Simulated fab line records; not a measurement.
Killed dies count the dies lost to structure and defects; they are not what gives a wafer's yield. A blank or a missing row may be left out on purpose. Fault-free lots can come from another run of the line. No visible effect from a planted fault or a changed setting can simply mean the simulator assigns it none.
What tool caused it? + flow nand harc + 13 lots with 37 wafers sampled at 5 steps, on a route of 1159 steps

WHAT THE GAUGES SHOWED, per wafer
NHARC_END_SORT_01.
| lot  | measured     | on        | killed at array | killed at other | killed at periphery | killed dies | killed open | killed short |
|------|--------------|-----------|-----------------|-----------------|---------------------|-------------|-------------|--------------|
| L571 | day 23 16:36 | prober-01 | 50 73           | 2 0             | 6 4                 | 58 77       | 2 4         | 2 2          |
| L569 | day 23 04:35 | prober-01 | 32 30 20        | 0 1 1           | 0 1 0               | 32 32 21    | 3 2 0       | 2 0 3        |
| L574 | day 24 05:08 | prober-01 | 55 41           | 0 0             | 4 3                 | 59 44       | 5 4         | 1 0          |

TOOL THAT RAN EACH LOT (tool first, then ch and the chambers of the sampled wafers, then the start)
| lot  | NHARC_A_STAIRCASE_ETCH_27                     | NHARC_A_STAIRCASE_TRIM_191         | NHARC_A_STAIRCASE_TRIM_193                    | NHARC_A_STAIRCASE_ETCH_201                    |
|------|-----------------------------------------------|------------------------------------|-----------------------------------------------|-----------------------------------------------|
| L555 | rie diel-08 ch 0,2,3, day 11 00:16 or earlier | rie diel-02 ch 2,3, day 11 00:16   | rie diel-02 ch 0,1,3, no start                | rie diel-08 ch 0,2,3, no start                |
| L556 | rie diel-02 ch 0,1,2, day 11 00:36 or earlier | rie diel-02 ch 1,2,3, day 11 00:36 | rie diel-02 ch 0,2,3, no start                | rie diel-02 ch 0,1,3, no start                |
| L557 | rie diel-02 ch 0,3, day 11 17:04 or earlier   | rie diel-01 ch 0,2,3, day 11 17:04 | rie diel-01 ch 1,3, no start                  | rie diel-01 ch 0,3, no start                  |
| L563 | rie diel-01 ch 0,1, day 12 22:48 or earlier   | rie diel-01 ch 0,1,3, day 12 22:48 | rie diel-01 ch 0,1,2, no start                | rie diel-02 ch 1,2,3, no start                |
| L562 | rie diel-08 ch 1,2,3, day 12 23:02 or earlier | rie diel-08 ch 0,2,3, day 12 23:02 | rie diel-08 ch 0,2, no start                  | rie diel-08 ch 1,2, no start                  |
| L564 | rie diel-01 ch 0,1,2, day 13 06:37 or earlier | rie diel-01 ch 0,1,2, day 13 06:37 | rie diel-01 ch 0,1,3, no start                | rie diel-02 ch 1,2, no start                  |
| L565 | rie diel-02 ch 1,2,3, day 14 03:22 or earlier | rie diel-08 ch 0,1, day 14 03:22   | rie diel-08 ch 0,1, no start                  | rie diel-08 ch 0,2,3, no start                |
| L571 | rie diel-08 ch 1,3, day 14 18:00 or earlier   | rie diel-08 ch 0,2, day 14 18:00   | rie diel-08 ch 1,2, day 23 16:36 or earlier   | rie diel-01 ch 1,2, day 23 16:36 or earlier   |
| L569 | rie diel-01 ch 0,1,3, day 14 18:19 or earlier | rie diel-08 ch 1,2,3, day 14 18:19 | rie diel-08 ch 0,2,3, day 23 04:35 or earlier | rie diel-08 ch 0,1,2, day 23 04:35 or earlier |
| L574 | rie diel-02 ch 0,3, day 15 13:09 or earlier   | rie diel-08 ch 0,3, day 15 13:09   | rie diel-08 ch 0,1, day 24 05:08 or earlier   | rie diel-02 ch 0,3, day 24 05:08 or earlier   |
| L576 | rie diel-02 ch 0,1,2, day 16 03:43 or earlier | rie diel-01 ch 0,3, day 16 03:43   | rie diel-01 ch 0,3, no start                  | rie diel-02 ch 1,3, no start                  |
| L577 | rie diel-02 ch 0,1,2, day 16 15:52 or earlier | rie diel-02 ch 1,3, day 16 15:52   | rie diel-02 ch 0,1,2, no start                | rie diel-01 ch 1,3, no start                  |
| L578 | rie diel-02 ch 1,2,3, day 16 22:49 or earlier | rie diel-02 ch 0,1,2, day 16 22:49 | rie diel-02 ch 0,1,2, no start                | rie diel-02 ch 0,2,3, no start                |
- NHARC_A_STAIRCASE_ETCH_27: etches the open film in C4F8/O2, target depth 100 nm, time 40.5 s.
- NHARC_A_STAIRCASE_TRIM_191: chemistry O2, time 211.2 s.
- NHARC_A_STAIRCASE_TRIM_193: chemistry O2, time 211.2 s.
- NHARC_A_STAIRCASE_ETCH_201: etches the open film in C4F8/O2, target depth 100 nm, time 40.5 s.

AS READ BY THE TOOLS THEMSELVES (means over the sampled wafers that have a number; for cases with no such wafer, the mark the record gives instead)
NHARC_A_STAIRCASE_ETCH_27.
| lot  | tool        | bias w (W) | oes product au (a.u.) | rf vpp V (V) |
|------|-------------|------------|-----------------------|--------------|
| L555 | rie diel-08 | 997        | 0.951                 | 895          |
| L556 | rie diel-02 | 1003       | 0.941                 | 898          |
| L557 | rie diel-02 | 997        | 0.941                 | 901          |
| L563 | rie diel-01 | 1000       | 0.942                 | 898          |
| L562 | rie diel-08 | 1000       | 0.944                 | 893          |
| L564 | rie diel-01 | 1003       | 0.955                 | 898          |
| L565 | rie diel-02 | 1002       | 0.923                 | 893          |
| L571 | rie diel-08 | 1002       | 0.942                 | 897          |
| L569 | rie diel-01 | 997        | 0.940                 | 900          |
| L574 | rie diel-02 | 994        | 0.948                 | 897          |
| L576 | rie diel-02 | 1000       | 0.926                 | 896          |
| L577 | rie diel-02 | 998        | 0.938                 | 898          |
| L578 | rie diel-02 | 1002       | 0.941                 | 892          |

NHARC_A_STAIRCASE_TRIM_191.
| lot  | tool        | drypump motor current A (A) | oes product au (a.u.) | rf vpp V (V) | showerhead plenum p Torr (Torr) | throttle valve pct (%) |
|------|-------------|-----------------------------|-----------------------|--------------|---------------------------------|------------------------|
| L555 | rie diel-02 | 6.6                         | 0.999                 | 56.9         | 3.46                            | 17.033                 |
| L556 | rie diel-02 | 6.1                         | 0.993                 | 57.5         | 3.45                            | 17.027                 |
| L557 | rie diel-01 | 5.5                         | 1.000                 | 57.8         | 3.64                            | 17.046                 |
| L563 | rie diel-01 | 5.6                         | 1.000                 | 57.8         | 3.64                            | 17.035                 |
| L562 | rie diel-08 | 5.7                         | 0.994                 | 57.0         | 3.50                            | 17.030                 |
| L564 | rie diel-01 | 5.7                         | 1.006                 | 57.3         | 3.60                            | 17.043                 |
| L565 | rie diel-08 | 5.5                         | 0.995                 | 57.6         | 3.55                            | 17.033                 |
| L571 | rie diel-08 | 5.6                         | 1.177                 | 58.5         | 3.69                            | 17.037                 |
| L569 | rie diel-08 | 5.6                         | 1.123                 | 58.3         | 3.63                            | 17.036                 |
| L574 | rie diel-08 | 5.8                         | 1.183                 | 57.0         | 3.60                            | 17.027                 |
| L576 | rie diel-01 | 5.4                         | 0.991                 | 58.0         | 3.65                            | 17.043                 |
| L577 | rie diel-02 | 5.7                         | 0.988                 | 57.5         | 3.34                            | 17.035                 |
| L578 | rie diel-02 | 5.5                         | 0.994                 | 58.0         | 3.56                            | 17.030                 |

NHARC_A_STAIRCASE_TRIM_193.
| lot  | tool        | drypump motor current A (A) | oes product au (a.u.) | rf vpp V (V) | showerhead plenum p Torr (Torr) | throttle valve pct (%) |
|------|-------------|-----------------------------|-----------------------|--------------|---------------------------------|------------------------|
| L555 | rie diel-02 | 5.6                         | 0.995                 | 57.6         | 3.51                            | 17.033                 |
| L556 | rie diel-02 | 6.0                         | 1.000                 | 58.7         | 3.59                            | 17.044                 |
| L557 | rie diel-01 | 5.3                         | 1.008                 | 57.7         | 3.60                            | 17.037                 |
| L563 | rie diel-01 | 5.7                         | 1.005                 | 58.1         | 3.60                            | 17.032                 |
| L562 | rie diel-08 | 5.6                         | 0.992                 | 58.3         | 3.38                            | 17.036                 |
| L564 | rie diel-01 | 5.5                         | 1.000                 | 58.1         | 3.64                            | 17.036                 |
| L565 | rie diel-08 | 5.3                         | 0.996                 | 57.9         | 3.50                            | 17.037                 |
| L571 | rie diel-08 | 5.4                         | 0.998                 | 58.2         | 3.62                            | 17.047                 |
| L569 | rie diel-08 | 5.7                         | 1.007                 | 58.7         | 3.67                            | 17.034                 |
| L574 | rie diel-08 | 5.3                         | 0.994                 | 56.2         | 3.51                            | 17.037                 |
| L576 | rie diel-01 | 5.7                         | 0.989                 | 57.8         | 3.71                            | 17.034                 |
| L577 | rie diel-02 | 5.5                         | 0.999                 | 58.3         | 3.56                            | 17.030                 |
| L578 | rie diel-02 | 5.5                         | 0.986                 | 57.1         | 3.56                            | 17.024                 |

NHARC_A_STAIRCASE_ETCH_201.
| lot  | tool        | bias w (W) | oes product au (a.u.) | rf vpp V (V) |
|------|-------------|------------|-----------------------|--------------|
| L555 | rie diel-08 | 997.6      | 0.932                 | 894          |
| L556 | rie diel-02 | 1000.6     | 0.943                 | 895          |
| L557 | rie diel-01 | 1002.3     | 0.938                 | 904          |
| L563 | rie diel-02 | 1001.2     | 0.935                 | 892          |
| L562 | rie diel-08 | 998.4      | 0.943                 | 889          |
| L564 | rie diel-02 | 999.2      | 0.934                 | 892          |
| L565 | rie diel-08 | 1002.0     | 0.939                 | 901          |
| L571 | rie diel-01 | 1002.2     | 0.938                 | 894          |
| L569 | rie diel-08 | 999.9      | 0.940                 | 899          |
| L574 | rie diel-02 | 998.3      | 0.961                 | 896          |
| L576 | rie diel-02 | 999.7      | 0.943                 | 888          |
| L577 | rie diel-01 | 999.2      | 0.938                 | 898          |
| L578 | rie diel-02 | 997.9      | 0.940                 | 897          |

THE ANSWER, worked out from the rows above alone
Rule: the usual values come from the lots themselves. The widest of any qualifying gaps counts: lots, ordered by their means at a reading, are off when they make up no more than a third of the lots, leave a main group of 4 or more, and stand apart from it by 3 or more times the standard deviation of that group's means. If all means in a main group match to the digits the tables above print for the reading, that group is not used. A lot without any number at a reading at which 4 lots or more have one is off too. Where the step has rows for the other lots, those lots are counted as sound. First the gauges in route order, then the tools' own readings, where a lot's mean is used as printed above. The first step at which some lot is off is used, and at that step the reading that is off furthest; a lot without a number counts as furthest.
Off: L571, L569, L574 (NHARC_A_STAIRCASE_TRIM_191, oes product au). The main group: mean 0.996 a.u., standard deviation 0.005.
A tool fits if, at that step or a process step before it, it ran every lot that is off, and no sound lot after the first of them. NHARC_A_STAIRCASE_ETCH_27 gives no start for some lots, so the hours and the order of its lots are those of NHARC_A_STAIRCASE_TRIM_191. One candidate fits, namely rie diel-08 at NHARC_A_STAIRCASE_TRIM_191. A fault onset in the window from L565 (day 14 03:22, its last sound lot) to L571 (day 14 18:00, its first lot off) fits.
The tool's own readings at NHARC_A_STAIRCASE_TRIM_191 bear it out: on the lots that are off they differ by more than 5 times the standard deviation of the sound lots' means. oes product au reads 1.161 a.u. there against 0.996 a.u. on the sound lots.

WHAT THE SIMULATOR PUT IN
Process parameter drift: rie diel-08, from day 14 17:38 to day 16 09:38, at NHARC_A_STAIRCASE_TRIM_191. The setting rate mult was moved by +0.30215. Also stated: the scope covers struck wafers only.
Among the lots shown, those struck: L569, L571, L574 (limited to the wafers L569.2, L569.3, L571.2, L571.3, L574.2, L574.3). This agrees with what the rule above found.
